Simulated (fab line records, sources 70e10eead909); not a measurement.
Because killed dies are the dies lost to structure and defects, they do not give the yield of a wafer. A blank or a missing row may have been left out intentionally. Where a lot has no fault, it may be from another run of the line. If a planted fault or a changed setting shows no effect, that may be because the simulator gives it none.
fab line records	flow nand_harc	part 1 of 2: steps 1 to 27 of 36
record: lots: 5	wafers: 15	last_day: 23
route steps=1159 shown A_STAIRCASE@743 A_SGD_CUT@747 A_SLIT@779
lots that met no fault: taken from a fault-free run of the same line
start_h: start of the lot's first displayed wafer, in hours after the record's first day	wait_h: hours from the lot's prior step to this one	" unchanged from the row above	L1.1+2: one row covering several wafers at once	- value missing, or start not given	* or withheld: withheld	< > ~ a bound
route shown NAME@n: a module of which the file shows steps, and the number in the route of the first	usual: average and standard deviation across the fault-free wafers	same: alike in all rows	chamber/n: place in a boat	sites: per-site readings	_std_site: how widely they spread, as a standard deviation	_edge_site: mean of outer sites minus mean of inner sites	radius_mm: how far each site lies from the wafer's centre	mask NAME#n: copy n	behind: tool/chamber where the wafer was last shaped	hold: why the lot went on hold/how many hours it stayed there/how the hold came to an end	device: whichever transistor did not switch (one of n, p or np)	end of line: the route-end tests of the same wafers	a step given without rows: its recipe and nothing more	killed: not the wafer's yield, but the dies lost to structure and defects at the first sort	map: dies across one wafer; x = killed, . = not, _ = none there
set.NAME: the run value of the setting; set.NAME@STEP: its run value at that earlier step	model.NAME: the simulator's own value behind a step, which no gauge read
lots at some steps of the route; a table a step, a row a wafer
services: from which hour (start_h, from the record's first day; less than 0 if before it) a tool's chamber was out of use, for how many hours, and why
== steps ==
step: NHARC_A_STAIRCASE_CMP_472
recipe: material: SiO2
usual: motor_current_A: 11.8/1.3
lot.wafer	tool	chamber	start_h	wait_h	motor_current_A
L075.1	cmp-02	3	298.01	0.2	12.2
L075.5	"	3	"	"	11.6
L075.6	"	0	"	"	11.7
L074.4	cmp-03	2	298.21	0.2	13.3
L074.2	"	3	"	"	13.6
L074.3	"	0	"	"	11.6
L082.4	cmp-02	3	367.19	0.2	11.3
L082.3	"	0	"	"	11.7
L082.1	"	1	"	"	9.5
L088.2	cmp-03	0	386.31	0.2	11.8
L088.3	"	1	"	"	12.8
L088.4	"	3	"	"	13.0
L093.2	cmp-04	0	417.23	0.2	11.6
L093.1	"	1	"	"	12.7
L093.5	"	0	"	"	11.2
step: NHARC_A_STAIRCASE_SRD_474
lot.wafer	tool	chamber	start_h	wait_h
L075.1+6+5	wet_bench-06	4,5,1	298.27	0.0
L074.3+2+4	wet_bench-06	7,0,2	298.47	0.0
L082.3+1+4	wet_bench-04	1,2,5	367.43	0.0
L088.4+3+2	wet_bench-06	5,6,0	386.58	0.0
L093.2+1+5	wet_bench-04	3,5,6	417.50	0.0
step: NHARC_A_STAIRCASE_INSPECT_155
usual: raw_defect_count: 352/120
lot.wafer	tool	chamber	start_h	wait_h	raw_defect_count
L075.1	defect_inspect-01	-	298.35	0.1	233
L075.5	"	-	"	"	183
L075.6	"	-	"	"	206
L074.2	defect_inspect-01	-	298.55	0.1	765
L074.3	"	-	"	"	485
L074.4	"	-	"	"	331
L082.1	defect_inspect-01	-	367.51	0.1	461
L082.3	"	-	"	"	209
L082.4	"	-	"	"	352
L088.2	defect_inspect-02	-	386.66	0.1	514
L088.3	"	-	"	"	519
L088.4	"	-	"	"	461
L093.1	defect_inspect-01	-	417.57	0.1	317
L093.2	"	-	"	"	396
L093.5	"	-	"	"	371
step: NHARC_A_SGD_CUT_DEP_00
recipe: target_thk_a: 500	temp_c: 400	target_thk_nm: 50	flow_sccm: 200	rf_w: 450	material: SiNx
usual: heater_power_w: 683/99
lot.wafer	tool	chamber	start_h	wait_h	heater_power_w
L075.1	pecvd-02	2	298.42	0.1	896
L075.6	"	2	"	"	908
L075.5	"	1	"	"	783
L074.3	pecvd-04	1	298.65	0.1	701
L074.2	"	2	"	"	544
L074.4	"	0	"	"	707
L082.1	pecvd-02	2	367.58	0.1	929
L082.3	"	1	"	"	785
L082.4	"	2	"	"	958
L088.3	pecvd-02	2	386.72	0.1	938
L088.2	"	0	"	"	570
L088.4	"	0	"	"	581
L093.1	pecvd-04	0	417.67	0.1	712
L093.2	"	1	"	"	711
L093.5	"	2	"	"	605
step: NHARC_A_SGD_CUT_DEHYDRATE_01
recipe: temp_c: 150	time_s: 120
lot.wafer	tool	chamber	start_h	wait_h
L075.1+5+6	litho_track-01	0	298.69	0.2
L074.2+3+4	litho_track-01	0	298.89	0.2
L082.1+3+4	litho_track-04	0	367.85	0.2
L088.2+3+4	litho_track-04	0	387.00	0.2
L093.1+2+5	litho_track-01	0	417.91	0.2
step: NHARC_A_SGD_CUT_HMDS_02
recipe: time_s: 30
lot.wafer	tool	chamber	start_h	wait_h
L075.1+5+6	litho_track-01	0	-	-
L074.2+3+4	litho_track-01	0	-	-
L082.1+3+4	litho_track-04	0	-	-
L088.2+3+4	litho_track-04	0	-	-
L093.1+2+5	litho_track-01	0	-	-
step: NHARC_A_SGD_CUT_COAT_56
recipe: temp_c: 260	time_s: 75
lot.wafer	tool	chamber	start_h	wait_h
L075.1+5+6	litho_track-01	0	-	-
L074.2+3+4	litho_track-01	0	-	-
L082.1+3+4	litho_track-04	0	-	-
L088.2+3+4	litho_track-04	0	-	-
L093.1+2+5	litho_track-01	0	-	-
step: NHARC_A_SGD_CUT_COAT_57
recipe: temp_c: 225	time_s: 65
lot.wafer	tool	chamber	start_h	wait_h
L075.1+5+6	litho_track-01	0	-	-
L074.2+3+4	litho_track-01	0	-	-
L082.1+3+4	litho_track-04	0	-	-
L088.2+3+4	litho_track-04	0	-	-
L093.1+2+5	litho_track-01	0	-	-
step: NHARC_A_SGD_CUT_COAT_03
recipe: spin_rpm: 1500	resist_thk_nm: 90
lot.wafer	tool	chamber	start_h	wait_h
L075.1+5+6	litho_track-01	0	-	-
L074.2+3+4	litho_track-01	0	-	-
L082.1+3+4	litho_track-04	0	-	-
L088.2+3+4	litho_track-04	0	-	-
L093.1+2+5	litho_track-01	0	-	-
step: NHARC_A_SGD_CUT_SOFTBAKE_04
recipe: temp_c: 105	time_s: 55
lot.wafer	tool	chamber	start_h	wait_h
L075.1+5+6	litho_track-01	0	-	-
L074.2+3+4	litho_track-01	0	-	-
L082.1+3+4	litho_track-04	0	-	-
L088.2+3+4	litho_track-04	0	-	-
L093.1+2+5	litho_track-01	0	-	-
step: NHARC_A_SGD_CUT_EBR_05
lot.wafer	tool	chamber	start_h	wait_h
L075.1+5+6	litho_track-01	0	-	-
L074.2+3+4	litho_track-01	0	-	-
L082.1+3+4	litho_track-04	0	-	-
L088.2+3+4	litho_track-04	0	-	-
L093.1+2+5	litho_track-01	0	-	-
step: NHARC_A_SGD_CUT_EXPOSE_06
recipe: na: 1.35	dose_mj: 85.59	mask_id: SGD
lot.wafer	tool	chamber	start_h	wait_h	mask
L075.1+5+6	arfi_scanner-03	0	299.00	-	SGD#0
L074.2+3+4	arfi_scanner-02	0	299.21	-	SGD#0
L082.1+3+4	arfi_scanner-03	0	368.03	-	SGD#0
L088.2+3+4	arfi_scanner-01	0	387.19	-	SGD#0
L093.1+2+5	arfi_scanner-01	0	418.22	-	SGD#0
step: NHARC_A_SGD_CUT_PEB_07
recipe: peb_temp_c: 100	peb_time_s: 65
lot.wafer	tool	chamber	start_h	wait_h
L075.1+5+6	litho_track-04	0	299.06	0.1
L074.2+3+4	litho_track-01	0	299.26	0.1
L082.1+3+4	litho_track-01	0	368.09	0.1
L088.2+3+4	litho_track-06	0	387.24	0.1
L093.1+2+5	litho_track-06	0	418.28	0.1
step: NHARC_A_SGD_CUT_DEVELOP_08
recipe: develop_time_s: 35	dev_temp_c: 23
usual: developer_temp_C: 22.99/0.11
lot.wafer	tool	chamber	start_h	wait_h	developer_temp_C
L075.1	litho_track-04	0	-	-	23.22
L075.5	"	0	"	"	23.10
L075.6	"	0	"	"	23.21
L074.2	litho_track-01	0	-	-	23.09
L074.3	"	0	"	"	23.08
L074.4	"	0	"	"	22.96
L082.1	litho_track-01	0	-	-	22.91
L082.3	"	0	"	"	22.84
L082.4	"	0	"	"	22.83
L088.2	litho_track-06	0	-	-	22.87
L088.3	"	0	"	"	22.91
L088.4	"	0	"	"	23.03
L093.1	litho_track-06	0	-	-	23.10
L093.2	"	0	"	"	22.94
L093.5	"	0	"	"	22.95
step: NHARC_A_SGD_CUT_CD_MEAS_09
recipe: target_cd_nm: 100	landing_energy_ev: 500
usual: cd_nm: 100.1/0.56
same: landing_energy_ev: 500
lot.wafer	tool	chamber	start_h	wait_h	cd_nm
L075.1	cd_sem-01	0	299.14	-	100.0
L075.5	"	0	"	"	99.9
L075.6	"	0	"	"	100.8
L074.2	cd_sem-03	0	299.35	-	100.0
L074.3	"	0	"	"	99.6
L074.4	"	0	"	"	100.0
L082.1	cd_sem-01	0	368.17	-	99.8
L082.3	"	0	"	"	99.9
L082.4	"	0	"	"	100.0
L088.2	cd_sem-03	0	387.32	-	99.7
L088.3	"	0	"	"	100.0
L088.4	"	0	"	"	100.2
L093.1	cd_sem-01	0	418.36	-	100.1
L093.2	"	0	"	"	100.6
L093.5	"	0	"	"	100.3
step: NHARC_A_SGD_CUT_OVL_MEAS_10
usual: overlay_x_nm: 0.1/0.99	overlay_y_nm: -0.2/0.89
lot.wafer	tool	chamber	start_h	wait_h	overlay_x_nm	overlay_y_nm
L075.1	overlay-02	-	299.22	-	-1.1	-0.7
L075.5	"	-	"	"	-0.6	-0.6
L075.6	"	-	"	"	-1.2	-0.7
L074.2	overlay-01	-	299.43	-	0.9	-0.1
L074.3	"	-	"	"	1.4	0.1
L074.4	"	-	"	"	1.1	0.0
L082.1	overlay-02	-	368.26	-	-0.3	-0.1
L082.3	"	-	"	"	-0.1	0.2
L082.4	"	-	"	"	-0.4	-0.6
L088.2	overlay-01	-	387.41	-	1.0	0.4
L088.3	"	-	"	"	1.6	0.5
L088.4	"	-	"	"	1.5	0.1
L093.1	overlay-01	-	418.45	-	-0.9	1.5
L093.2	"	-	"	"	-0.7	1.1
L093.5	"	-	"	"	-0.9	0.7
step: NHARC_A_SGD_CUT_INSPECT_11
usual: raw_defect_count: 17/9.5
lot.wafer	tool	chamber	start_h	wait_h	raw_defect_count
L075.1	defect_inspect-01	-	299.26	0.0	15
L075.5	"	-	"	"	14
L075.6	"	-	"	"	15
L074.2	defect_inspect-02	-	299.47	0.0	7
L074.3	"	-	"	"	7
L074.4	"	-	"	"	1
L082.1	defect_inspect-02	-	368.30	0.0	9
L082.3	"	-	"	"	7
L082.4	"	-	"	"	2
L088.2	defect_inspect-02	-	387.44	0.0	29
L088.3	"	-	"	"	25
L088.4	"	-	"	"	30
L093.1	defect_inspect-02	-	418.48	0.0	19
L093.2	"	-	"	"	9
L093.5	"	-	"	"	17
step: NHARC_A_SGD_CUT_DESCUM_14
recipe: time_s: 3	o2_flow_sccm: 200	ar_flow_sccm: 0	bias_power_w: 0	chemistry: O2
usual: drypump_motor_current_A: 5.6/0.53	o2_flow_sccm: 200.0/0.61	oes_product_au: 1.002/0.011	rf_vpp_V: 57.7/0.87	showerhead_plenum_p_Torr: 1.89/0.085	throttle_valve_pct: 11.310/0.0095
lot.wafer	tool	chamber	start_h	wait_h	drypump_motor_current_A	o2_flow_sccm	oes_product_au	rf_hours_counter_h	rf_vpp_V	showerhead_plenum_p_Torr	throttle_valve_pct
L075.1	rie_diel-12	1	299.35	0.1	4.9	199.6	1.017	11	56.9	1.77	11.306
L075.6	"	2	"	"	5.4	201.0	1.001	-	58.4	2.05	11.311
L075.5	"	3	"	"	5.7	199.6	0.994	-	57.0	1.92	11.307
L074.3	rie_diel-06	3	299.53	0.1	5.5	200.2	0.999	4	58.4	1.88	11.305
L074.4	"	0	"	"	4.8	199.5	1.016	4	56.9	1.78	11.307
L074.2	"	1	"	"	5.7	200.4	1.028	5	56.9	1.83	11.326
L082.1	rie_diel-05	2	368.37	0.1	5.7	201.5	1.021	1	58.7	1.93	11.301
L082.4	"	3	"	"	5.7	200.3	1.006	1	56.8	1.86	11.316
L082.3	"	0	"	"	5.0	199.6	1.004	1	58.7	2.03	11.303
L088.3	rie_diel-05	3	387.51	0.1	5.6	200.2	1.008	4	57.8	1.86	11.316
L088.2	"	0	"	"	5.0	199.8	0.998	4	58.0	2.03	11.318
L088.4	"	1	"	"	6.5	200.4	1.008	5	59.3	1.90	11.300
L093.2	rie_diel-05	3	418.56	0.1	5.6	199.6	0.992	8	58.7	1.86	11.305
L093.1	"	0	"	"	5.0	200.3	1.002	8	57.2	2.03	11.302
L093.5	"	2	"	"	5.7	198.9	0.997	-	58.4	1.93	11.299
step: NHARC_A_SGD_CUT_ETCH_58
recipe: target_depth_a: 390	over_etch_frac: 0.3	time_s: 65	ion_energy_ev: 80	cf4_flow_sccm: 150	ar_flow_sccm: 0	rf_w: 300	bias_w: 100	chemistry: CF4
usual: drypump_motor_current_A: 5.5/0.53	oes_product_au: 1.001/0.012	rf_vpp_V: 151.2/1.3	showerhead_plenum_p_Torr: 1.76/0.076	throttle_valve_pct: 13.284/0.0097
lot.wafer	tool	chamber	start_h	wait_h	drypump_motor_current_A	oes_product_au	rf_hours_counter_h	rf_vpp_V	showerhead_plenum_p_Torr	throttle_valve_pct
L075.1	rie_diel-12	1	299.42	0.1	4.9	1.004	11	149.1	1.65	13.280
L075.5	"	3	"	"	5.7	0.988	-	152.0	1.78	13.289
L075.6	"	0	"	"	5.4	0.979	-	149.3	1.67	13.291
L074.4	rie_diel-06	3	299.61	0.1	5.5	0.999	4	151.5	1.74	13.287
L074.3	"	1	"	"	5.6	1.011	5	149.3	1.70	13.277
L074.2	"	2	"	"	6.3	0.995	5	151.8	1.84	13.299
L082.1	rie_diel-05	0	368.44	0.1	4.9	0.996	1	152.4	1.87	13.290
L082.3	"	1	"	"	6.6	1.011	1	151.3	1.76	13.290
L082.4	"	3	"	"	5.6	0.988	1	150.2	1.72	13.283
L088.2	rie_diel-05	0	387.59	0.1	5.0	0.987	4	152.7	1.87	13.281
L088.3	"	1	"	"	6.5	0.990	5	150.5	1.76	13.279
L088.4	"	2	"	"	5.8	1.004	5	152.2	1.79	13.282
L093.2	rie_diel-05	0	418.63	0.1	4.9	1.010	8	153.9	1.87	13.289
L093.1	"	3	"	"	5.7	0.996	8	151.7	1.72	13.285
L093.5	"	0	"	"	4.9	0.999	-	152.1	1.87	13.269
step: NHARC_A_SGD_CUT_ETCH_59
recipe: target_depth_a: 2600	over_etch_frac: 0.25	time_s: 406.25	ion_energy_ev: 200	n2_flow_sccm: 150	h2_flow_sccm: 150	ar_flow_sccm: 0	rf_w: 400	bias_w: 150	chemistry: N2/H2
usual: drypump_motor_current_A: 5.6/0.51	oes_product_au: 1.000/0.011	rf_vpp_V: 430.1/2.8	showerhead_plenum_p_Torr: 2.02/0.093	throttle_valve_pct: 14.172/0.0093
lot.wafer	tool	chamber	start_h	wait_h	drypump_motor_current_A	oes_product_au	rf_hours_counter_h	rf_vpp_V	showerhead_plenum_p_Torr	throttle_valve_pct
L075.1	rie_diel-12	2	-	-	5.4	0.997	10	435.7	2.19	14.170
L075.5	"	2	"	"	5.3	1.005	-	435.8	2.19	14.181
L075.6	"	3	"	"	5.7	0.990	-	431.7	2.05	14.169
L074.2	rie_diel-06	1	-	-	5.7	1.024	5	427.8	1.95	14.162
L074.4	"	2	"	"	6.3	0.993	5	433.4	2.13	14.185
L074.3	"	3	"	"	5.5	0.995	4	428.7	2.00	14.184
L082.1	rie_diel-05	1	-	-	6.5	1.004	1	429.7	2.03	14.170
L082.4	"	3	"	"	5.6	0.994	1	430.7	1.98	14.168
L082.3	"	0	"	"	5.0	1.001	1	435.0	2.17	14.165
L088.4	rie_diel-05	3	-	-	5.6	0.996	4	428.6	1.98	14.168
L088.3	"	0	"	"	5.0	0.996	4	432.9	2.17	14.176
L088.2	"	1	"	"	6.5	1.000	5	430.1	2.03	14.173
L093.1	rie_diel-05	3	-	-	5.6	1.005	8	427.3	1.98	14.167
L093.2	"	0	"	"	5.0	1.002	8	434.0	2.17	14.168
L093.5	"	1	"	"	6.6	1.001	-	431.0	2.03	14.185
step: NHARC_A_SGD_CUT_ETCH_15
recipe: target_depth_a: 750	time_s: 64.3	ch3f_flow_sccm: 50	o2_flow_sccm: 30	ar_flow_sccm: 200	rf_w: 500	bias_w: 100	chemistry: CH3F/O2
usual: drypump_motor_current_A: 5.6/0.53	o2_flow_sccm: 30.01/0.095	oes_product_au: 0.963/0.018	rf_vpp_V: 263.5/1.8	showerhead_plenum_p_Torr: 2.44/0.11	throttle_valve_pct: 20.662/0.0096
lot.wafer	tool	chamber	start_h	wait_h	drypump_motor_current_A	o2_flow_sccm	oes_product_au	rf_hours_counter_h	rf_vpp_V	showerhead_plenum_p_Torr	throttle_valve_pct
L075.1	rie_diel-12	1	-	-	4.9	30.00	0.996	11	260.7	2.28	20.675
L075.6	"	3	"	"	5.7	30.09	0.951	-	264.4	2.47	20.665
L075.5	"	0	"	"	5.5	29.94	0.958	-	262.2	2.32	20.660
L074.2	rie_diel-06	2	-	-	6.3	30.09	0.918	6	266.7	2.56	20.667
L074.3	"	3	"	"	5.5	30.11	0.929	4	263.2	2.42	20.659
L074.4	"	1	"	"	5.7	29.97	0.944	5	262.3	2.36	20.670
L082.4	rie_diel-05	0	-	-	5.0	29.96	0.978	1	265.7	2.61	20.665
L082.1	"	1	"	"	6.5	30.12	0.973	2	263.3	2.45	20.658
L082.3	"	3	"	"	5.6	29.96	0.979	1	261.5	2.39	20.671
L088.3	rie_diel-05	1	-	-	6.5	30.00	0.963	5	262.8	2.45	20.679
L088.2	"	3	"	"	5.6	29.94	0.963	5	264.0	2.39	20.656
L088.4	"	0	"	"	5.0	30.11	0.959	5	265.7	2.60	20.642
L093.2	rie_diel-05	3	-	-	5.6	29.90	0.971	8	262.3	2.39	20.660
L093.1	"	1	"	"	6.6	30.21	0.960	8	265.2	2.44	20.656
L093.5	"	0	"	"	5.0	30.11	0.983	-	266.2	2.60	20.648
step: NHARC_A_SGD_CUT_ETCH_16
recipe: target_depth_a: 3105	time_s: 155.2	c4f8_flow_sccm: withheld	o2_flow_sccm: 8	ar_flow_sccm: withheld	rf_w: 600	bias_w: 800	chemistry: C4F8/O2/Ar
usual: oes_product_au: 0.974/0.019	rf_vpp_V: 722/4.4
lot.wafer	tool	chamber	start_h	wait_h	oes_product_au	rf_hours_counter_h	rf_vpp_V
L075.1	rie_diel-12	3	-	-	0.965	11	722
L075.5	"	0	"	"	0.971	-	718
L075.6	"	1	"	"	0.997	-	715
L074.4	rie_diel-06	3	-	-	0.943	4	721
L074.3	"	0	"	"	0.951	4	715
L074.2	"	2	"	"	0.945	6	728
L082.4	rie_diel-05	0	-	-	0.983	1	729
L082.1	"	1	"	"	0.983	2	722
L082.3	"	2	"	"	0.975	1	725
L088.2	rie_diel-05	1	-	-	0.989	5	725
L088.3	"	3	"	"	0.968	5	722
L088.4	"	0	"	"	0.964	5	729
L093.2	rie_diel-05	3	-	-	0.972	8	722
L093.1	"	2	"	"	0.957	8	723
L093.5	"	0	"	"	0.972	-	730
step: NHARC_A_SGD_CUT_STRIP_60
recipe: c4f8_flow_sccm: withheld	o2_flow_sccm: 8	ar_flow_sccm: withheld	bias_w: 0	chemistry: C4F8/O2/Ar
lot.wafer	tool	chamber	start_h	wait_h
L075.1+5+6	rie_diel-12	2,3,0	-	-
L074.4+2+3	rie_diel-06	2,0,1	-	-
L082.1+4+3	rie_diel-05	3,0,1	-	-
L088.2+3+4	rie_diel-05	2,0,1	-	-
L093.2+1+5	rie_diel-05	0,2,3	-	-
step: NHARC_A_SGD_CUT_STRIP_17
recipe: o2_flow_sccm: 500	ar_flow_sccm: 0	bias_w: 0	chemistry: O2
usual: drypump_motor_current_A: 5.6/0.5	o2_flow_sccm: 500.1/1.5	oes_product_au: 0.998/0.012	rf_vpp_V: 57.7/0.89	showerhead_plenum_p_Torr: 3.49/0.15	throttle_valve_pct: 17.037/0.0095
lot.wafer	tool	chamber	start_h	wait_h	drypump_motor_current_A	o2_flow_sccm	oes_product_au	rf_hours_counter_h	rf_vpp_V	showerhead_plenum_p_Torr	throttle_valve_pct
L075.1	rie_diel-12	1	-	-	4.9	500.2	1.008	11	56.7	3.29	17.030
L075.6	"	1	"	"	4.9	501.9	1.003	-	57.1	3.29	17.029
L075.5	"	2	"	"	5.4	503.1	0.991	-	58.9	3.77	17.041
L074.3	rie_diel-06	1	-	-	5.7	500.2	1.022	5	59.4	3.39	17.039
L074.2	"	2	"	"	6.3	498.2	0.992	6	57.9	3.66	17.036
L074.4	"	3	"	"	5.5	499.9	1.003	5	58.0	3.47	17.012
L082.1	rie_diel-05	2	-	-	5.8	502.7	1.012	2	58.6	3.56	17.045
L082.4	"	0	"	"	5.0	502.4	0.996	1	58.6	3.73	17.037
L082.3	"	1	"	"	6.5	498.7	0.999	2	58.7	3.51	17.041
L088.3	rie_diel-05	2	-	-	5.8	501.4	1.000	5	58.0	3.56	17.022
L088.4	"	3	"	"	5.7	500.7	1.005	5	58.8	3.44	17.054
L088.2	"	0	"	"	5.0	502.7	0.997	5	56.6	3.73	17.031
L093.1	rie_diel-05	1	-	-	6.6	500.6	0.997	8	59.5	3.51	17.017
L093.2	"	2	"	"	5.8	502.0	1.005	8	57.4	3.56	17.027
L093.5	"	1	"	"	6.6	501.2	1.005	-	57.6	3.51	17.054
step: NHARC_A_SGD_CUT_PRECLEAN_18
recipe: time_s: *	temp_c: 50	bath_age_min: 0	chemistry: SC1
lot.wafer	tool	chamber	start_h	wait_h
L075.6+1+5	wet_bench-03	4,6,0	300.30	-
L074.3+4+2	wet_bench-05	4,7,1	300.54	-
L082.3+4+1	wet_bench-09	0,2,3	369.33	-
L088.3+2+4	wet_bench-03	0,1,3	388.50	-
L093.2+1+5	wet_bench-03	4,5,6	419.52	-
step: NHARC_A_SGD_CUT_SRD_19
lot.wafer	tool	chamber	start_h	wait_h
L075.6+1+5	wet_bench-03	4,6,0	-	-
L074.3+4+2	wet_bench-05	4,7,1	-	-
L082.3+4+1	wet_bench-09	0,2,3	-	-
L088.3+2+4	wet_bench-03	0,1,3	-	-
L093.2+1+5	wet_bench-03	4,5,6	-	-
step: NHARC_A_SGD_CUT_DEP_20
recipe: target_thk_a: 1500	temp_c: 65	material: SiO2
lot.wafer	tool	chamber	start_h	wait_h
L075.1+5+6	fcvd-02	1,1,0	300.44	-
L074.2+4+3	fcvd-02	0,0,1	300.68	-
L082.1+3+4	fcvd-01	0,0,1	369.48	-
L088.2+4+3	fcvd-01	1,0,1	388.66	-
L093.1+2+5	fcvd-02	0,1,0	419.66	-
